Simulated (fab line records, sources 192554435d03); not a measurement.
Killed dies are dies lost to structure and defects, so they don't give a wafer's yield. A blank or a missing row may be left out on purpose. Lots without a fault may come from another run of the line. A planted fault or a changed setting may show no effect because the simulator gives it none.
A struck lot beside a sound one | flow n5_finfet | 14 steps out of a route of 1938
Sound: wafers L424.2, L424.4, L424.6. Struck: wafers L437.1, L437.5, L437.6. The cause comes at the end.
At each step with rows: each side's tool, then ch and its chambers, then its first start. Under that, the readings that differ: sound wafers | struck wafers | difference of the means | sigmas: that difference in standard deviations of wafers without a fault.
alike: readings whose means differ by less than 2 such deviations, and words and numbers that are the same on both sides. not compared: withheld readings, readings that some wafer has no value for, bounds like >300 that may hide the same value, and numbers for which the record gives no deviation and whose values overlap.
The two part at a step that has a row with sigmas, a row that says differs or no value, or rows on one side only. Numbers that don't overlap but have no deviation are shown without sigmas and don't part them. A reading that every wafer of one side lacks parts them only if that side has two wafers or more.

N5_BEOL_M10_ANNEAL_51: time 90 s.
  sound on rtp_anneal-02 ch 0, day 9 08:25; struck on rtp_anneal-02 ch 0, day 13 23:09
  alike: wafer_temp_C_max
N5_BEOL_M10_CMP_52: polishes, stops on SiCOH lowk, t overpolish 7 s, target thk 140 nm.
  sound on cmp-01 ch 0,2,3, day 9 08:42; struck on cmp-04 ch 0,2,3, day 13 23:34
  reading                | sound          | struck         | difference | sigmas
  time_to_endpoint_s (s) | 67.3 69.9 70.2 | 61.3 64.0 65.0 | -5.7       | -2
  alike: barrier_field_endpoint_s, motor_current_A, overpolish_run_s
N5_BEOL_M10_THK_MEAS_53: measures by xrf.
  sound on film_metro-01, day 9 08:58; struck on film_metro-01, day 13 23:44
  alike: M10_THK
then, 2 steps without rows for these wafers: N5_BEOL_M10_PRE_CLEAN_55 (time 15 s); N5_BEOL_M10_DEP_56 (deposits SiCN from 3MS/NH3, target thk 15 nm, time 26.5 s).
N5_BEOL_M10_RS_MEAS_57: measures by four-point-probe.
  sound on film_metro-02, day 9 09:05; struck on film_metro-02, day 13 23:53
  alike: M10_RS
N5_BEOL_M10_INSPECT_58: inspects for defects (darkfield).
  sound on defect_inspect-02, day 9 09:07; struck on defect_inspect-01, day 13 23:54
  alike: raw_defect_count
N5_BEOL_M11_ILD_DEP_00: deposits SiCOH lowk from DEMS/porogen, target thk 308.51 nm, time 58 s.
  sound on pecvd-04 ch 1,2, day 9 09:10; struck on pecvd-02 ch 0,1, day 13 23:56
  alike: heater_power_w, showerhead_plenum_p_Torr, throttle_valve_pct
then, 1 step without rows for these wafers: N5_BEOL_M11_CURE_71 (cures SiCOH lowk, time 240 s).
N5_BEOL_M11_THK_MEAS_01:
  sound on film_metro-01, day 9 09:45; struck on film_metro-02, day 14 00:34
  alike: M11_ILD_THK
N5_BEOL_M11_PECVD_70: deposits SiO2 from TEOS/O2, target thk 20 nm, time 22.7 s.
  sound on pecvd-04 ch 0,2, day 9 09:47; struck on pecvd-04 ch 1,2, day 14 00:36
  alike: heater_power_w, showerhead_plenum_p_Torr, throttle_valve_pct
N5_BEOL_M11_HM_DEP_02: deposits TiN, target thk 20 nm.
  sound on pvd_sputter-01, day 9 11:16; struck on pvd_sputter-02, day 14 01:07
  alike: throttle_valve_pct
N5_BEOL_M11_COAT_59: time 60 s, resist thk 100 nm.
  sound on litho_track-01 ch 0, day 9 11:24; struck on litho_track-01 ch 0, day 14 01:15
  reading                                   | sound                | struck               | difference | sigmas
  heater_power_total_W (W)                  | 501.9 500.1 498.7    | 463.1 463.0 463.6    | -37.0      | -21
  plate_temp_C (C)                          | 249.93 250.02 250.03 | 235.52 235.91 235.70 | -14.28     | -89
  model.SOC_of_BEOL_M11_COAT_59.thk_nm (nm) | 99.8 100 99.4        | 100.4 100.8 100.6    | +0.9       |
then, 1 step without rows for these wafers: N5_BEOL_M11_COAT_60 (time 60 s, resist thk 30 nm).

WHERE THEY PART
First at N5_BEOL_M10_CMP_52; last, within this record, at N5_BEOL_M11_COAT_59.

WHY: what the simulator had put in
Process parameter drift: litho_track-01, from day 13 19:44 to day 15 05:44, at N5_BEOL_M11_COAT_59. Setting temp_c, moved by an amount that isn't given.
